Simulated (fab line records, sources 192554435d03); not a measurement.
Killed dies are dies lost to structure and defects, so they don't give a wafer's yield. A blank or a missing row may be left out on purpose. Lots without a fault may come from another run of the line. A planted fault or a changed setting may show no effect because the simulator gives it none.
Which tool did it? | flow n5_finfet | 10 lots, 30 wafers sampled, at 6 steps of a route of 1938

WHAT THE GAUGES READ, wafer by wafer
N5_HKMG_FIN_CD_MEAS_12: target cd 92.8 nm. Usual: cd_nm 92.8 nm, standard deviation 0.64.
lot  | measured    | on        | cd_nm (nm)     | flag
L158 | day 4 03:40 | cd_sem-01 | 92.5 92.0 91.9 |
L160 | day 4 16:37 | cd_sem-03 | 92.2 93.7 93.0 |
L161 | day 4 21:47 | cd_sem-03 | 92.9 93.2 93.4 |
L164 | day 5 14:50 | cd_sem-01 | 91.9 92.7 92.4 |
L165 | day 6 01:58 | cd_sem-02 | 92.4 93.8 93.9 |
L169 | day 7 00:46 | cd_sem-02 | 92.5 93.0 92.4 |
L170 | day 7 08:38 | cd_sem-02 | 92.0 93.1 92.3 |
L171 | day 7 11:31 | cd_sem-02 | 93.7 93.7 93.8 |
L177 | day 8 22:13 | cd_sem-03 | 93.4 92.5 93.5 |
L181 | day 9 20:40 | cd_sem-01 | 93.2 93.2 92.6 |

N5_HKMG_FIN_OVL_MEAS_13. Usual: NWFM_OVL 0.4 nm, standard deviation 0.66.
lot  | measured    | on         | NWFM_OVL (nm) | flag
L158 | day 4 03:41 | overlay-02 | 0.2 1.0 0.0   |
L160 | day 4 16:39 | overlay-01 | 0.6 0.8 -0.7  |
L161 | day 4 21:49 | overlay-02 | 0.6 0.8 -0.6  |
L164 | day 5 14:52 | overlay-02 | -0.7 0.3 0.0  |
L165 | day 6 01:59 | overlay-01 | 1.5 0.8 0.4   |
L169 | day 7 00:48 | overlay-02 | 0.7 -0.3 0.3  |
L170 | day 7 08:40 | overlay-01 | -0.1 1.1 -0.2 |
L171 | day 7 11:33 | overlay-02 | 1.1 1.2 0.7   |
L177 | day 8 22:15 | overlay-01 | -0.2 0.6 0.5  |
L181 | day 9 20:42 | overlay-02 | 0.0 1.2 0.5   |

N5_HKMG_FIN_INSPECT_14: inspects for defects (macro). Usual: raw_defect_count 2.2, standard deviation 1.4.
lot  | measured    | on                | raw_defect_count | flag
L158 | day 4 03:43 | defect_inspect-02 | 3 3 4            |
L160 | day 4 16:40 | defect_inspect-01 | 1 2 2            |
L161 | day 4 21:50 | defect_inspect-02 | 2 4 4            |
L164 | day 5 14:53 | defect_inspect-02 | 0 4 2            |
L165 | day 6 02:01 | defect_inspect-02 | 1 6 3            |
L169 | day 7 00:49 | defect_inspect-02 | 2 2 3            |
L170 | day 7 08:41 | defect_inspect-02 | >300 >300 >300   | OFF
L171 | day 7 11:35 | defect_inspect-02 | 3 1 2            |
L177 | day 8 22:16 | defect_inspect-02 | >300 >300 >300   | OFF
L181 | day 9 20:44 | defect_inspect-01 | 2 3 2            |

N5_BEOL_M4_RC_MEAS_101. Usual: DIBL_N 36.2 mV/V, standard deviation 1.7; DIBL_P 36.2 mV/V, standard deviation 2.2; IOFF_N 0.16 nA/um, standard deviation 0.035; IOFF_P 0.21 nA/um, standard deviation 0.042; ION_N 673 uA/um, standard deviation 13; ION_P 462 uA/um, standard deviation 7.9; SS_N 71.4 mV/dec, standard deviation 0.59; SS_P 73.2 mV/dec, standard deviation 0.7; VT_N 250 mV, standard deviation 3.6; VT_P -251 mV, standard deviation 3.5.
lot  | measured     | on        | DIBL_N (mV/V)  | DIBL_P (mV/V)  | IOFF_N (nA/um) | IOFF_P (nA/um) | ION_N (uA/um) | ION_P (uA/um) | SS_N (mV/dec)  | SS_P (mV/dec)  | VT_N (mV)   | VT_P (mV)      | flag
L158 | day 7 14:49  | prober-01 | 39.5 37.5 34.2 | 39.9 36.7 33.5 | 0.20 0.17 0.11 | 0.24 0.20 0.15 | 672 681 642   | 458 461 443   | 72.9 71.9 71.0 | 74.6 74.5 72.4 | 248 253 256 | -248 -251 -256 |
L160 | day 8 05:29  | prober-01 | 33.7 35.4 35.9 | 35.2 37.1 37.6 | 0.14 0.16 0.18 | 0.21 0.23 0.23 | 667 674 682   | 469 473 473   | 70.5 71.1 71.9 | 72.9 73.2 74.0 | 252 250 248 | -250 -248 -250 |
L161 | day 8 07:13  | prober-02 | 36.6 39.1 39.0 | 37.7 41.7 41.1 | 0.20 0.27 0.27 | 0.26 0.34 0.34 | 688 713 696   | 468 482 476   | 72.1 71.7 72.7 | 73.4 74.9 74.9 | 243 240 240 | -246 -244 -243 |
L164 | day 9 04:19  | prober-01 | 35.6 34.7 38.1 | 38.0 36.0 39.9 | 0.17 0.14 0.20 | 0.21 0.18 0.23 | 681 662 681   | 456 454 458   | 71.0 71.7 71.8 | 72.9 73.0 74.0 | 252 250 249 | -250 -253 -251 |
L165 | day 9 19:28  | prober-02 | 37.3 37.1 36.5 | 37.1 38.6 36.5 | 0.18 0.19 0.16 | 0.24 0.27 0.22 | 676 691 682   | 468 477 463   | 71.6 71.7 71.3 | 72.4 73.7 72.6 | 249 246 250 | -248 -247 -250 |
L169 | day 11 00:17 | prober-01 | 33.6 35.7 33.9 | 32.4 35.6 32.6 | 0.11 0.14 0.11 | 0.16 0.21 0.17 | 655 661 666   | 450 459 455   | 70.5 70.5 70.8 | 71.7 73.2 73.0 | 251 249 255 | -253 -251 -253 |
L170 | day 11 04:16 | prober-02 | 35.3 37.7 37.8 | 34.2 37.2 38.8 | 0.12 0.16 0.16 | 0.16 0.19 0.22 | 662 686 677   | 457 458 464   | 70.2 71.1 72.0 | 72.5 73.5 73.0 | 255 249 250 | -255 -253 -252 |
L171 | day 11 07:58 | prober-02 | 36.2 35.7 37.3 | 34.2 34.5 35.9 | 0.14 0.13 0.15 | 0.17 0.17 0.19 | 679 680 674   | 460 461 461   | 72.2 70.5 71.6 | 73.1 73.2 72.7 | 252 254 253 | -255 -256 -251 |
L177 | day 12 23:57 | prober-01 | 35.2 37.4 36.4 | 34.0 36.2 34.2 | 0.13 0.18 0.15 | 0.18 0.22 0.19 | 668 685 661   | 460 467 455   | 71.4 71.3 70.8 | 72.7 72.8 73.1 | 250 245 249 | -253 -251 -252 |
L181 | day 13 17:47 | prober-01 | 34.9 35.1 34.1 | 36.8 35.5 35.1 | 0.15 0.14 0.13 | 0.17 0.16 0.16 | 665 672 666   | 450 451 454   | 70.6 71.4 71.0 | 73.9 73.2 73.1 | 252 252 255 | -257 -259 -258 |

WHICH TOOL RAN EACH LOT (tool, then ch and the chambers of the sampled wafers, then the start)
lot  | N5_HKMG_FIN_STRIP_60                | N5_HKMG_FIN_WET_ETCH_82
L158 | plasma_asher-02 ch 0,1, day 4 01:21 | wet_bench-03 ch 1,5,7, day 4 02:34
L160 | plasma_asher-02 ch 0,1, day 4 14:12 | wet_bench-06 ch 0,4,6, day 4 15:24
L161 | plasma_asher-01 ch 0,1, day 4 19:26 | wet_bench-05 ch 1,6,7, day 4 20:41
L164 | plasma_asher-02 ch 0,1, day 5 12:29 | wet_bench-03 ch 0,1,7, day 5 13:44
L165 | plasma_asher-01 ch 0,1, day 5 23:34 | wet_bench-03 ch 1,2,5, day 6 00:45
L169 | plasma_asher-01 ch 1, day 6 22:22   | wet_bench-06 ch 1,3,4, day 6 23:33
L170 | plasma_asher-02 ch 0,1, day 7 06:13 | wet_bench-06 ch 0,3,7, day 7 07:23
L171 | plasma_asher-02 ch 0,1, day 7 09:03 | wet_bench-05 ch 3,6,7, day 7 10:19
L177 | plasma_asher-02 ch 0,1, day 8 19:56 | wet_bench-06 ch 1,6,7, day 8 21:08
L181 | plasma_asher-01 ch 0,1, day 9 18:23 | wet_bench-05 ch 0,1,7, day 9 19:35
- N5_HKMG_FIN_STRIP_60: strips in N2/H2, time 360 s.
- N5_HKMG_FIN_WET_ETCH_82: etches La2O3 in dHCl, stops on HfO2, target depth 2 nm, rinse time 30 s.

WHAT THE TOOLS THEMSELVES READ (means of the sampled wafers that have a number; where no wafer has one, the mark that the record gives instead)
N5_HKMG_FIN_STRIP_60. Usual: drypump_motor_current_A 5.9 A, standard deviation 0.68; heater_power_w 485 W, standard deviation 28; n2_flow_sccm 1750 sccm, standard deviation 4.7; temp_c 299.96 C, standard deviation 0.2.
lot  | tool            | drypump_motor_current_A (A) | heater_power_w (W) | n2_flow_sccm (sccm) | temp_c (C) | flag
L158 | plasma_asher-02 | 6.4                         | 487                | 1752                | 299.95     |
L160 | plasma_asher-02 | 6.1                         | 506                | 1748                | 300.05     |
L161 | plasma_asher-01 | 5.7                         | 465                | 1746                | 299.80     |
L164 | plasma_asher-02 | 6.1                         | 510                | 1752                | 299.82     |
L165 | plasma_asher-01 | 5.3                         | 472                | 1751                | 299.83     |
L169 | plasma_asher-01 | 4.8                         | 466                | 1761                | 299.87     |
L170 | plasma_asher-02 | 6.1                         | 507                | 1752                | 300.28     |
L171 | plasma_asher-02 | 6.4                         | 489                | 1744                | 299.79     |
L177 | plasma_asher-02 | 6.4                         | 483                | 1750                | 299.95     |
L181 | plasma_asher-01 | 5.7                         | 469                | 1746                | 300.17     |

N5_HKMG_FIN_WET_ETCH_82. Usual: temp_c 24.99 C, standard deviation 0.1.
lot  | tool         | temp_c (C) | flag
L158 | wet_bench-03 | 24.91      |
L160 | wet_bench-06 | 25.03      |
L161 | wet_bench-05 | 24.96      |
L164 | wet_bench-03 | 25.05      |
L165 | wet_bench-03 | 25.00      |
L169 | wet_bench-06 | 25.13      |
L170 | wet_bench-06 | 24.96      |
L171 | wet_bench-05 | 24.95      |
L177 | wet_bench-06 | 24.90      |
L181 | wet_bench-05 | 25.03      |

THE ANSWER, worked out from the rows above alone
Rule: a lot is off if the mean of its wafers that have a number lies more than 3 standard deviations from the usual mean. A lot without any number at a reading at which 4 lots or more have one is off too. The other lots that the step has rows for count as sound. The gauges are gone through in route order, then the tools' own readings, and for those a lot's mean is taken as printed above. The first step at which some lot is off is used, and at that step the reading that is off furthest; a lot without a number counts as furthest.
Off: L170, L177, at N5_HKMG_FIN_INSPECT_14 (raw_defect_count). Without a number there: L170, L177.
A tool fits if, at a process step before that reading, it ran every lot that is off, and no sound lot after the first of them. The gauges at N5_HKMG_FIN_INSPECT_14 are tried like those tools. One fits: wet_bench-06 at N5_HKMG_FIN_WET_ETCH_82. Its last sound lot is L169 (day 6 23:33), its first lot that is off L170 (day 7 07:23): a fault that began between those two fits.

WHAT THE SIMULATOR HAD PUT IN
Chamber particle source: wet_bench-06, from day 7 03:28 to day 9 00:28, at N5_HKMG_FIN_WET_ETCH_82. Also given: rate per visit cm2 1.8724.
Lots struck among those shown: L170, L177. The rule above found the same.
